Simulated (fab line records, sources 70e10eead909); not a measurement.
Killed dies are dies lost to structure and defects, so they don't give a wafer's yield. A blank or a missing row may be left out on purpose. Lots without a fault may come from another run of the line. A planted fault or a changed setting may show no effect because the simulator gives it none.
Chamber matching | flow nand_harc | NHARC_P_GATE_DESCUM_31 on rie_diel-11: 4 sister chambers
The step chemistry O2, time 3 s. 4 wafers are shown with their chamber, then 12 later ones without.

WAFERS WITH THEIR CHAMBER
wafer  | chamber | drypump_motor_current_A (A)
L084.6 | 1       | 6.6
L085.2 | 3       | 6.3
L085.3 | 2       | 4.8
L085.6 | 0       | 5.9

WAFERS WITHOUT THEIR CHAMBER
wafer  | drypump_motor_current_A (A)
L091.4 | 6.6
L091.5 | 6.3
L091.6 | 6.0
L092.3 | 4.8
L092.4 | 5.9
L092.6 | 6.6
L095.1 | 5.9
L095.5 | 4.8
L095.6 | 6.6
L097.1 | 5.9
L097.3 | 6.6
L097.6 | 5.9

WHICH CHAMBER EACH WENT THROUGH
wafer  | from the rows above | in truth
L091.4 | 1                   | 1
L091.5 | 3                   | 3
L091.6 | 0                   | 0
L092.3 | 2                   | 2
L092.4 | 0                   | 0
L092.6 | 1                   | 1
L095.1 | 0                   | 0
L095.5 | 2                   | 2
L095.6 | 1                   | 1
L097.1 | 0                   | 0
L097.3 | 1                   | 1
L097.6 | 0                   | 0
Placed correctly: 12 of 12. Can't be placed from these rows: 0. Placed wrongly: 0.
How it was worked out, from the rows above alone: a wafer's distance from a chamber is the root of the sum, over the readings, of the square of ((its reading less the chamber's mean) divided by the reading's scatter). The wafer belongs to the nearest chamber; if the next one is less than 2 further off, it can't be placed. A chamber's mean is the mean of its shown wafers. The scatter: with one shown wafer a chamber, the root of the mean of the squares of how far each hidden wafer lies from its nearest shown one.
